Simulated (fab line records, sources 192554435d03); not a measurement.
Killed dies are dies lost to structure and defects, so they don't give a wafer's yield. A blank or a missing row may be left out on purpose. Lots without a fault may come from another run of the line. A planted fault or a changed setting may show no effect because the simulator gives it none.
fab line records | flow n5_finfet
record lots=10 wafers=29 last_day=17
route steps=1938 shown BEOL_M9@1440 MIM_TOP_LITHO@1848 TV_OPEN@1887 PASSIVATION@1909
lots that met no fault: from a run of the same line without faults
start_h: hours from the record's first day to the start of the lot's first wafer shown | wait_h: hours since the lot's step before | " the same as in the row above | L1.1+2: a row that stands for several wafers | - no value, or no start given | * or withheld: withheld | < > ~ a bound
route shown NAME@n: a module of which the file shows steps, and the number in the route of the first | usual: mean/standard deviation of fault-free wafers | same: alike in all rows | chamber/n: place in a boat | sites: the reading at each site | _std_site: their standard deviation | _edge_site: outer sites' mean less inner sites' | radius_mm: how far each site lies from the wafer's centre | mask NAME#n: copy n | behind: the tool/chamber that last shaped the wafer | hold: why the lot was held/for how many hours/how that ended | device: the transistor (n, p or np) that didn't switch | end of line: the same wafers' tests at the end of the route | a step without rows: its recipe alone | killed: dies lost to structure and defects at the first sort, not the wafer's yield | map: a wafer's dies, x killed, . not, _ none there
set.NAME: the setting as run; set.NAME@STEP: as run at that earlier step | model.NAME: the simulator's own value behind a step, which no gauge read
steps of the route over a sample of lots; a table a step, a row a wafer
services: from which hour (start_h, from the record's first day; less than 0 if before it) a tool's chamber was out of use, for how many hours, and why
## steps
# step N5_BEOL_M9_ETCH_66
# recipe chemistry=N2/H2 target=SOC target_depth_a=800 overetch_a=160 mask_material=SiARC temp_c=40 time_s=120 ion_energy_ev=200 pressure_mtorr=30 source_w=840 bias_w=150 n2_flow_sccm=200 h2_flow_sccm=200
# usual chamber_pressure_mTorr=30.001/0.028 drypump_motor_current_A=5.9/0.35 n2_flow_sccm=200.0/0.65 oes_product_au=0.59/0.057 rf_fwd_power_W=836.1/2.9 rf_vpp_V=523/3.1 showerhead_plenum_p_Torr=2.50/0.12 throttle_valve_pct=17.8/0.32
# same time_s=120
# columns lot.wafer tool chamber start_h wait_h chamber_pressure_mTorr drypump_motor_current_A n2_flow_sccm oes_product_au rf_fwd_power_W rf_hours_counter_h rf_vpp_V showerhead_plenum_p_Torr throttle_valve_pct
L999.1 rie_diel-02 0 226.08 0.0 29.988 5.2 201.1 0.56 839.7 167 524 2.51 17.7
L999.4 " 2 " " 29.984 5.7 199.4 0.63 832.0 78 527 2.70 18.0
L999.6 " 3 " " 30.004 6.2 201.4 0.62 835.1 - 522 2.44 17.6
L103.2 rie_diel-02 0 250.00 0.0 29.990 5.2 199.8 0.56 838.4 175 525 2.51 17.7
L103.4 " 0 " " 29.998 5.2 199.4 0.56 839.5 - 525 2.51 17.7
L103.5 " 3 " " 29.980 6.2 200.3 0.62 841.2 - 523 2.44 17.6
L102.2 rie_diel-05 0 250.15 0.0 29.965 5.5 199.3 0.65 837.8 78 522 2.46 17.4
L102.4 " 3 " " 30.037 6.0 198.9 0.58 834.2 169 526 2.64 18.2
L102.6 " 3 " " 30.060 5.9 199.1 0.58 833.0 - 526 2.64 18.2
L108.3 rie_diel-05 1 292.15 0.0 30.049 5.5 201.0 0.52 836.0 240 520 2.40 18.4
L108.4 " 2 " " 29.952 6.0 198.9 0.55 838.8 169 517 2.34 17.6
L108.5 " 1 " " 30.020 5.5 199.5 0.51 837.3 - 519 2.40 18.4
L109.3 rie_diel-06 3 299.32 0.0 29.994 6.4 200.4 0.66 834.7 50 522 2.48 17.3
L109.4 " 2 " " 30.028 5.6 199.7 0.55 832.5 - 526 2.65 17.9
L109.6 " 3 " " 29.971 6.4 198.4 0.66 831.9 - 523 2.48 17.4
L110.1 rie_diel-06 0 299.97 0.0 30.027 6.3 199.4 0.64 838.9 87 524 2.56 17.8
L110.4 " 2 " " 29.945 5.6 199.7 0.55 842.3 - 526 2.65 17.9
L110.6 " 0 " " 30.013 6.3 199.2 0.63 836.9 - 525 2.56 17.9
L115.2 rie_diel-02 0 316.48 0.0 29.990 5.2 199.6 0.55 837.5 195 524 2.50 17.7
L115.4 " 3 " " 30.024 6.2 201.2 0.60 837.0 120 521 2.43 17.6
L115.5 " 0 " " 30.020 5.3 198.8 0.55 836.9 - 523 2.50 17.7
L116.2 rie_diel-02 2 335.62 0.0 29.975 5.7 200.9 0.62 833.0 88 527 2.69 18.0
L116.3 " 3 " " 30.064 6.2 201.4 0.59 837.5 126 521 2.43 17.6
L118.1 rie_diel-02 2 338.45 0.0 30.000 5.7 200.2 0.63 830.2 89 526 2.69 18.0
L118.3 " 3 " " 29.973 6.2 199.0 0.59 835.7 126 521 2.43 17.6
L118.6 " 2 " " 29.994 5.7 200.3 0.62 834.1 - 528 2.69 18.0
L120.1 rie_diel-05 0 358.65 0.0 30.034 5.5 199.0 0.63 841.3 107 522 2.45 17.4
L120.2 " 2 " " 29.959 6.0 201.3 0.55 831.3 190 518 2.33 17.7
L120.3 " 1 " " 30.072 5.5 199.3 0.75 835.9 1 528 2.71 17.9
# step N5_MIM_TOP_LITHO_OVL_MEAS_11
# recipe points_per_wafer=44
# usual MIM_TOP_OVL=5/6.9
# columns lot.wafer tool chamber start_h wait_h MIM_TOP_OVL[nm]
L999.1 overlay-02 0 279.03 0.0 5
L999.4 " 0 " " 7
L999.6 " 0 " " 4
L103.2 overlay-02 0 302.48 0.0 12
L103.4 " 0 " " 8
L103.5 " 0 " " 11
L102.2 overlay-01 0 310.09 0.0 19
L102.4 " 0 " " 17
L102.6 " 0 " " 20
L108.3 overlay-01 0 340.92 0.0 7
L108.4 " 0 " " -4
L108.5 " 0 " " 3
L109.3 overlay-02 0 341.21 0.0 3
L109.4 " 0 " " 5
L109.6 " 0 " " -1
L110.1 overlay-01 0 341.37 0.0 6
L110.4 " 0 " " 4
L110.6 " 0 " " 9
L115.2 overlay-01 0 375.79 0.0 11
L115.4 " 0 " " 9
L115.5 " 0 " " 11
L116.2 overlay-02 0 387.02 0.0 6
L116.3 " 0 " " 15
L118.1 overlay-02 0 388.74 0.0 -3
L118.3 " 0 " " 1
L118.6 " 0 " " -10
L120.1 overlay-02 0 400.77 0.0 5
L120.2 " 0 " " 7
L120.3 " 0 " " 9
# step N5_PASSIVATION_PASS_ETCH_74
# recipe chemistry=CF4/O2 target=SiNx target_depth_a=2200 time_s=110 ion_energy_ev=100 pressure_mtorr=40 source_w=535 bias_w=49 Ar_flow_sccm=100 cf4_flow_sccm=100 O2_flow_sccm=10
# usual chamber_pressure_mTorr=40.00/0.037 drypump_motor_current_A=5.8/0.34 oes_product_au=0.79/0.095 rf_fwd_power_W=532.9/1.8 rf_vpp_V=239/6.9 showerhead_plenum_p_Torr=2.21/0.1 throttle_valve_pct=15.97/0.27
# same time_s=110
# columns lot.wafer tool chamber start_h wait_h chamber_pressure_mTorr drypump_motor_current_A oes_product_au rf_fwd_power_W rf_hours_counter_h rf_vpp_V showerhead_plenum_p_Torr throttle_valve_pct
L999.1 rie_diel-06 2 285.77 0.0 39.92 5.6 0.72 533.7 180 241 2.30 15.92
L999.4 " 3 " " 40.04 6.4 0.90 533.7 44 233 2.15 15.43
L999.6 " 2 " " 39.95 5.6 0.72 532.3 - 240 2.30 15.92
L103.2 rie_diel-05 3 307.29 0.0 39.99 5.9 0.72 536.2 188 255 2.29 16.44
L103.4 " 0 " " 40.02 5.5 0.87 531.8 89 239 2.15 15.69
L103.5 " 3 " " 39.99 5.9 0.72 535.2 - 254 2.29 16.45
L102.2 rie_diel-05 1 314.12 0.0 40.13 5.5 0.70 534.5 246 233 2.09 16.52
L102.4 " 0 " " 39.96 5.5 0.87 536.1 92 237 2.15 15.70
L102.6 " 2 " " 39.99 6.0 0.73 529.7 - 236 2.02 15.75
L110.1 rie_diel-05 3 344.75 0.0 40.07 6.0 0.71 532.7 202 255 2.29 16.47
L110.4 " 3 " " 39.96 6.0 0.71 534.4 - 255 2.29 16.46
L110.6 " 0 " " 39.99 5.5 0.86 535.0 - 241 2.15 15.74
L108.3 rie_diel-06 0 345.56 0.0 40.04 6.3 0.80 530.9 101 234 2.20 15.95
L108.4 " 3 " " 39.98 6.5 0.87 533.2 65 234 2.14 15.47
L108.5 " 2 " " 39.99 5.6 0.70 531.9 - 241 2.29 15.95
L109.3 rie_diel-02 2 347.61 0.0 40.05 5.6 0.80 529.6 92 244 2.31 16.07
L109.4 " 2 " " 40.01 5.7 0.81 532.4 - 243 2.31 16.04
L109.6 " 3 " " 40.05 6.2 0.79 533.3 - 242 2.14 15.90
L115.2 rie_diel-05 3 380.51 0.0 40.02 5.9 0.69 530.2 215 254 2.29 16.48
L115.4 " 2 " " 40.02 6.0 0.71 532.7 - 235 2.01 15.77
L115.5 " 1 " " 39.95 5.5 0.98 530.8 - 237 2.34 16.02
L116.2 rie_diel-05 1 392.56 0.0 39.97 5.5 0.96 532.0 15 237 2.34 16.03
L116.3 " 3 " " 40.02 5.9 0.69 528.9 219 254 2.28 16.50
L118.1 rie_diel-06 2 392.67 0.0 40.01 5.6 0.69 531.3 213 240 2.29 15.98
L118.3 " 3 " " 40.00 6.4 0.84 533.6 79 234 2.14 15.51
L118.6 " 2 " " 40.01 5.6 0.69 533.2 - 240 2.29 15.97
L120.1 rie_diel-06 3 407.72 0.0 40.01 6.5 0.84 531.2 84 233 2.14 15.51
L120.2 " 1 " " 39.93 5.8 0.92 533.5 34 242 2.34 15.90
L120.3 " 2 " " 40.01 5.6 0.69 530.1 218 240 2.28 15.99
# step N5_PASSIVATION_AL_ETCH_33
# recipe chemistry=Cl2/BCl3 target_depth_a=28000 over_etch_frac=0.15 Cl2_flow_sccm=180 bcl3_flow_sccm=60 target=Al stop_on=TaN time_s=466.7 ion_energy_ev=100 pressure_mtorr=10 icp_w=900 bias_w=100
# usual chamber_pressure_mTorr=10.001/0.0096 drypump_motor_current_A=5.7/0.44 oes_product_au=0.74/0.058 rf_fwd_power_W=898.8/2.8 throttle_valve_pct=33.6/0.33
# same over_etch_frac=0.15 time_s=466.7
# columns lot.wafer tool chamber start_h wait_h chamber_pressure_mTorr drypump_motor_current_A oes_product_au rf_fwd_power_W rf_hours_counter_h throttle_valve_pct
L999.1 rie_metal-03 1 287.78 0.1 10.010 6.2 0.82 895.6 8 34.0
L999.4 " 0 " " 10.001 6.2 0.86 897.8 - 33.6
L999.6 " 0 " " 10.003 6.2 0.86 896.5 - 33.6
L103.2 rie_metal-03 1 309.86 0.1 10.001 6.2 0.80 900.6 9 34.1
L103.4 " 0 " " 10.004 6.2 0.84 903.0 - 33.7
L103.5 " 0 " " 9.994 6.2 0.84 902.6 - 33.6
L102.2 rie_metal-02 0 315.52 0.1 9.987 5.9 0.74 899.3 29 33.4
L102.4 " 1 " " 9.997 5.0 0.68 897.5 - 33.3
L102.6 " 1 " " 10.007 5.0 0.68 896.2 - 33.4
L110.1 rie_metal-01 1 348.25 0.1 9.975 5.3 0.67 895.9 53 34.1
L110.4 " 1 " " 9.989 5.3 0.68 899.4 - 34.1
L110.6 " 0 " " 10.010 5.8 0.72 898.4 - 33.4
L108.3 rie_metal-03 1 348.45 0.2 10.005 6.2 0.78 904.3 - 34.1
L108.4 " 0 " " 10.006 6.2 0.82 895.2 - 33.7
L108.5 " 0 " " 9.996 6.2 0.82 898.2 - 33.7
L109.3 rie_metal-03 1 349.27 0.2 10.012 6.2 0.77 898.8 - 34.1
L109.4 " 0 " " 9.997 6.2 0.80 900.5 - 33.7
L109.6 " 1 " " 9.996 6.2 0.77 897.4 - 34.1
L115.2 rie_metal-02 0 384.09 0.1 10.004 5.9 0.73 894.2 35 33.3
L115.4 " 1 " " 9.993 5.0 0.68 900.3 - 33.3
L115.5 " 0 " " 10.010 5.9 0.73 894.8 - 33.3
L116.2 rie_metal-02 1 394.26 0.1 10.015 5.0 0.67 904.0 54 33.4
L116.3 " 1 " " 10.002 5.0 0.67 899.1 - 33.4
L118.1 rie_metal-03 0 394.48 0.1 9.992 6.2 0.79 898.7 16 33.7
L118.3 " 0 " " 10.009 6.2 0.80 894.0 - 33.7
L118.6 " 1 " " 10.002 6.2 0.75 894.4 - 34.1
L120.1 rie_metal-02 1 409.18 0.1 9.991 5.0 0.67 896.7 56 33.4
L120.2 " 0 " " 9.995 5.9 0.73 902.9 38 33.3
L120.3 " 0 " " 9.996 5.9 0.72 899.4 - 33.3
# step N5_PASSIVATION_PROBE_49
# usual defect_limited_yield=91.1/1.4 killed_at_M0_to_M3=36/9.9 killed_at_M4_up=13/5.8 killed_at_contacts=14/5.9 killed_at_front_end=39/11 killed_at_other=3.4/2.9 killed_dies=105/17 killed_on_rim=15/3.9 killed_open=70/13 killed_short=34/7.3 sort_bin_4_leakage=0.00/0.0072 sort_bin_5_function=5.3/1 sort_bin_6_memory=3.3/0.62 sort_n_pass=1075/17 sort_yield_pct=91.1/1.4
# same gross_dies=1180 killed_at_back_side=0 sort_bin_8_speed[%]=0
# columns lot.wafer tool chamber start_h wait_h defect_limited_yield[%] killed_at_M0_to_M3 killed_at_M4_up killed_at_contacts killed_at_front_end killed_at_other killed_dies killed_on_rim killed_open killed_short sort_bin_4_leakage[%] sort_bin_5_function[%] sort_bin_6_memory[%] sort_n_pass sort_yield_pct[%]
L102.2 prober-02 - 320.27 0.1 90.8 31 19 9 44 5 108 13 63 45 0 5.0 4.1 1072 90.8
L102.4 prober-02 - 320.37 0.2 90.9 31 11 13 47 5 107 12 77 30 0 5.6 3.4 1073 90.9
L102.6 prober-02 - 320.47 0.3 91.9 41 11 7 30 6 95 15 62 33 0 4.7 3.0 1085 91.9
L108.3 prober-01 - 353.81 0.1 91.1 41 17 18 23 6 105 22 65 27 0.08 5.7 2.9 1074 91.0
L108.4 prober-01 - 353.86 0.2 71.8 29 254 5 38 7 333 52 65 22 0 24.7 3.1 847 71.8
L108.5 prober-01 - 353.91 0.2 88.2 26 33 15 57 8 139 31 84 40 0 8.1 3.3 1041 88.2
L116.2 prober-01 - 399.43 0.1 89.8 42 15 9 52 2 120 16 75 42 0 6.3 3.6 1060 89.8
L120.1 prober-02 - 414.09 0.0 91.4 34 8 14 39 7 102 18 57 45 0 4.3 3.7 1078 91.4
L120.2 prober-02 - 414.14 0.1 91.8 34 10 9 41 3 97 15 64 33 0 4.7 3.5 1083 91.8
L120.3 prober-02 - 414.19 0.1 91.8 32 5 10 41 9 97 13 56 39 0 5.5 2.4 1083 91.8
# killed by level:class
L102.2 BEOL_M0_SAQP:geometric_particle:short=15 STI_FIN_REVEAL:geometric_particle:open=12 FIN_SAQP:geometric_particle:open=10 MOL_CONTACT_COAG:geometric_particle:open=7 BEOL_M0_SAQP:geometric_particle:open=6 FIN_SAQP:geometric_particle:short=5 BEOL_M5:geometric_particle:short=5 BEOL_M8:geometric_particle:open=4
L102.4 DUMMY_GATE:geometric_particle:open=13 FIN_SAQP:geometric_particle:open=12 MOL_CONTACT_COAG:geometric_particle:open=10 BEOL_M0_SAQP:geometric_particle:short=10 BEOL_M0_SAQP:geometric_particle:open=7 BEOL_M3:geometric_particle:open=7 FIN_SAQP:geometric_particle:short=6 BEOL_M4:geometric_particle:open=6
L102.6 BEOL_M3:geometric_particle:open=10 FIN_SAQP:geometric_particle:open=8 BEOL_M0_SAQP:geometric_particle:short=8 FIN_SAQP:geometric_particle:short=6 DUMMY_GATE:geometric_particle:open=6 BEOL_M2:geometric_particle:open=6 STI_FIN_REVEAL:geometric_particle:open=5 MOL_CONTACT_COAG:geometric_particle:open=5
L108.3 MOL_CONTACT_COAG:geometric_particle:open=14 BEOL_M2:geometric_particle:open=11 BEOL_M9:area_etch=11 BEOL_M0_SAQP:geometric_particle:open=8 BEOL_M3:geometric_particle:open=7 FIN_SAQP:geometric_particle:open=4 MOL_CONTACT_COAG:geometric_particle:short=4 MIM_TOP_ETCH:geometric_particle:short=4
L108.4 BEOL_M9:area_etch=241 STI_FIN_REVEAL:geometric_particle:open=10 BEOL_M0_SAQP:geometric_particle:open=9 BEOL_M4:geometric_particle:open=7 MOL_CONTACT_COAG:geometric_particle:open=5 BEOL_M0_SAQP:geometric_particle:short=5 FIN_SAQP:geometric_particle:short=4 BEOL_M3:geometric_particle:open=4
L108.5 FIN_SAQP:geometric_particle:open=19 BEOL_M9:area_etch=14 MOL_CONTACT_COAG:geometric_particle:open=11 BEOL_M5:geometric_particle:open=9 STI_FIN_REVEAL:geometric_particle:open=6 GATE_CUT:geometric_particle:short=6 BEOL_M2:geometric_particle:open=6 FIN_SAQP:geometric_particle:short=5
L116.2 FIN_SAQP:geometric_particle:short=16 FIN_SAQP:geometric_particle:open=11 BEOL_M3:geometric_particle:open=10 STI_FIN_REVEAL:geometric_particle:open=9 BEOL_M2:geometric_particle:open=8 BEOL_M0_SAQP:geometric_particle:open=8 MOL_CONTACT_COAG:geometric_particle:open=7 BEOL_M0_SAQP:geometric_particle:short=6
L120.1 STI_FIN_REVEAL:geometric_particle:open=12 MOL_CONTACT_COAG:geometric_particle:open=12 FIN_SAQP:geometric_particle:short=11 BEOL_M0_SAQP:geometric_particle:short=11 BEOL_M0_SAQP:geometric_particle:open=9 BEOL_M0:geometric_particle:open=7 FIN_SAQP:geometric_particle:open=5 GATE_CUT:geometric_particle:short=4
L120.2 STI_FIN_REVEAL:geometric_particle:open=11 FIN_SAQP:geometric_particle:short=10 BEOL_M0_SAQP:geometric_particle:open=10 MOL_CONTACT_COAG:geometric_particle:open=8 BEOL_M0_SAQP:geometric_particle:short=8 FIN_SAQP:geometric_particle:open=5 BEOL_M0:geometric_particle:open=5 BEOL_M3:geometric_particle:open=4
L120.3 FIN_SAQP:geometric_particle:open=12 FIN_SAQP:geometric_particle:short=10 MOL_CONTACT_COAG:geometric_particle:open=10 BEOL_M0_SAQP:geometric_particle:short=10 BEOL_M0_SAQP:geometric_particle:open=7 BEOL_M1:geometric_particle:open=6 GATE_CUT:geometric_particle:short=5 STI_FIN_REVEAL:geometric_particle:open=4
## services
# columns tool chamber start_h hours kind
rie_metal-02 - 212.04 0.4 repair
rie_diel-02 2 230.43 75.0 repair
rie_diel-02 - 257.21 15.6 pm
rie_diel-05 0 261.54 19.9 repair
rie_diel-06 2 264.89 6.7 repair
rie_diel-02 0 278.05 4.4 repair
rie_metal-02 - 286.09 2.8 pm
rie_diel-06 1 287.76 - clean
rie_diel-06 1 287.76 - consumable_replace:focus_ring
rie_diel-06 1 287.76 - consumable_replace:showerhead
rie_diel-05 - 298.29 4.3 pm
rie_metal-03 1 301.29 4.4 repair
rie_diel-06 2 307.35 1.8 repair
rie_diel-06 2 309.34 9.4 repair
rie_diel-05 1 325.31 - clean
rie_diel-05 1 325.31 - consumable_replace:focus_ring
rie_diel-05 1 325.31 - consumable_replace:showerhead
rie_diel-05 1 325.31 28.2 scheduled_down
rie_diel-05 1 325.31 28.2 vent_cycle
rie_diel-02 3 348.17 1.7 repair
rie_diel-06 3 351.73 3.7 repair
rie_metal-02 1 364.99 7.1 repair
rie_diel-05 0 365.05 20.0 repair
rie_diel-06 0 370.50 2.6 repair
## key
first_sign step=N5_PASSIVATION_PROBE_49 reading=killed_at_M4_up direction=up sigmas=15 usual=13 struck=101 wafers_moved=2
effect step=N5_PASSIVATION_PROBE_49 reading=sort_bin_5_function direction=up sigmas=7.4 usual=5.3 struck=12.9 wafers_moved=2
more_kills_born_at N5_BEOL_M9_ETCH_66@rie_diel-05=266
met_at N5_BEOL_M9_ETCH_66
struck_lots L108
not_acting_at N5_MIM_TOP_LITHO_OVL_MEAS_11,N5_PASSIVATION_PASS_ETCH_74,N5_PASSIVATION_AL_ETCH_33
onset_between 250.15 292.15
fault kind=process_parameter_drift tool=rie_diel-05 chamber=- onset_h=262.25 steps=N5_BEOL_M9_ETCH_66 channel=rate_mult offset=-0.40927 shape=step end_h=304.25
